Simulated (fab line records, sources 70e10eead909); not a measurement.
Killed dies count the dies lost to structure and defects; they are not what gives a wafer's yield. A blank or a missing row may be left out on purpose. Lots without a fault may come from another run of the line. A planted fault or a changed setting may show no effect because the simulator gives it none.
Matching of chambers	flow nand harc	4 sister chambers for NHARC_THIN_TSV_ETCHBACK_48 on rie diel-03
The step etches the open film in C4F8/Ar, target depth 1028.5 nm, time 405.17 s. 14 wafers are shown with their chamber, then 7 later ones without.

== WAFERS WITH THEIR CHAMBER ==
wafer	chamber	rf vpp V (V)	oes product au (a.u.)
L241.1	2	551	0.912
L241.3	1	545	0.926
L241.6	1	545	0.928
L252.2	2	551	0.937
L252.4	0	552	0.954
L252.5	1	545	0.943
L248.1	3	543	0.927
L248.2	0	551	0.926
L248.6	1	544	0.926
L255.1	2	550	0.992
L255.2	3	543	0.989
L255.6	2	550	0.997
L253.1	1	545	1.018
L253.2	2	549	0.920

SIGNATURES (averages over the wafers above)
reading	chamber 0	chamber 1	chamber 2	chamber 3	scatter within a chamber
rf vpp V	551.50	544.80	550.20	543.00	0.64
oes product au	0.94000	0.94820	0.95160	0.95800	0.0388
Rule: distance of a wafer from a chamber = root of the sum over the readings of ((wafer's reading minus chamber's mean) / reading's scatter) squared. The wafer belongs to the nearest chamber; if the next one is less than 2 further off, it can't be placed. How the scatter is found: for the shown wafers, subtract from each reading the mean of its chamber, square and add these, divide the total by (wafers less chambers), then take the root.

== WAFERS WHOSE CHAMBER IS MISSING ==
wafer	rf vpp V (V)	oes product au (a.u.)
L253.6	543	0.937
L260.1	544	0.928
L260.2	544	0.932
L260.6	543	0.923
L259.1	543	0.923
L259.4	551	0.930
L259.5	552	0.941

== THE CHAMBER EACH PASSED THROUGH ==
wafer	from the rows above	in truth
L253.6	3	3
L260.1	can't be placed: 1 or 3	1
L260.2	can't be placed: 1 or 3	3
L260.6	can't be placed: 3 or 1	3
L259.1	can't be placed: 3 or 1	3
L259.4	can't be placed: 0 or 2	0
L259.5	0	0
Placed correctly: 2 of 7. From these rows, 5 cannot be placed; in 5 the true chamber is one of the candidates. Placed wrongly: 0.
